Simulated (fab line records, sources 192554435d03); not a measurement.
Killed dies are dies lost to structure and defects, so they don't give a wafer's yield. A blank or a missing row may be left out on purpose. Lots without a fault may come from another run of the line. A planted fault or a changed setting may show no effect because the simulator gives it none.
Chamber matching | flow n5_finfet | N5_BEOL_M11_ETCH_65 on rie_diel-06: 4 sister chambers
The step etches SiARC in CF4, target depth 39 nm, time 65 s. 18 wafers are shown with their chamber, then 9 later ones without.

WAFERS WITH THEIR CHAMBER
wafer  | chamber | showerhead_plenum_p_Torr (Torr) | drypump_motor_current_A (A) | throttle_valve_pct (%)
L075.3 | 2       | 2.05                            | 6.00                        | 15.66
L075.4 | 1       | 2.04                            | 6.27                        | 15.51
L075.6 | 3       | 2.27                            | 5.40                        | 15.71
L077.1 | 0       | 2.23                            | 5.92                        | 15.75
L077.2 | 3       | 2.27                            | 5.40                        | 15.73
L077.5 | 2       | 2.05                            | 6.02                        | 15.69
L076.1 | 0       | 2.23                            | 5.91                        | 15.75
L076.5 | 3       | 2.27                            | 5.44                        | 15.74
L076.6 | 2       | 2.05                            | 6.04                        | 15.68
L081.1 | 3       | 2.26                            | 5.42                        | 15.77
L081.2 | 2       | 2.05                            | 5.99                        | 15.68
L081.4 | 0       | 2.23                            | 5.88                        | 15.74
L079.1 | 0       | 2.22                            | 5.88                        | 15.75
L079.2 | 3       | 2.26                            | 5.43                        | 15.74
L079.3 | 1       | 2.03                            | 6.20                        | 15.53
L085.3 | 0       | 2.22                            | 5.88                        | 15.76
L085.5 | 0       | 2.22                            | 5.87                        | 15.77
L085.6 | 3       | 2.26                            | 5.42                        | 15.77

SIGNATURES (means of the wafers above)
reading                  | chamber 0 | chamber 1 | chamber 2 | chamber 3 | scatter within a chamber
showerhead_plenum_p_Torr | 2.2250    | 2.0350    | 2.0500    | 2.2650    | 0.005
drypump_motor_current_A  | 5.8900    | 6.2350    | 6.0125    | 5.4183    | 0.0227
throttle_valve_pct       | 15.7533   | 15.5200   | 15.6775   | 15.7433   | 0.0168
Rule: a wafer's distance from a chamber is the root of the sum, over the readings, of the square of ((its reading less the chamber's mean) divided by the reading's scatter). The wafer belongs to the nearest chamber; if the next one is less than 2 further off, it can't be placed. The scatter: the root of (the sum of the squares of (reading less its chamber's mean) over the shown wafers, divided by (wafers less chambers)).

WAFERS WITHOUT THEIR CHAMBER
wafer  | showerhead_plenum_p_Torr (Torr) | drypump_motor_current_A (A) | throttle_valve_pct (%)
L091.1 | 2.26                            | 5.38                        | 15.79
L091.3 | 2.29                            | 6.26                        | 15.06
L091.6 | 2.26                            | 5.41                        | 15.77
L093.1 | 2.28                            | 6.27                        | 15.05
L093.3 | 2.22                            | 5.91                        | 15.79
L093.5 | 2.28                            | 6.27                        | 15.06
L097.1 | 2.04                            | 6.03                        | 15.76
L097.3 | 2.28                            | 6.27                        | 15.07
L097.5 | 2.21                            | 5.90                        | 15.81

WHICH CHAMBER EACH WENT THROUGH
wafer  | from the rows above | in truth
L091.1 | 3                   | 3
L091.3 | 0                   | 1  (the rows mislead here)
L091.6 | 3                   | 3
L093.1 | 0                   | 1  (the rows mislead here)
L093.3 | 0                   | 0
L093.5 | 0                   | 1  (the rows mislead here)
L097.1 | 2                   | 2
L097.3 | 0                   | 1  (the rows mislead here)
L097.5 | 0                   | 0
Placed correctly: 5 of 9. Can't be placed from these rows: 0. Placed wrongly: 4.
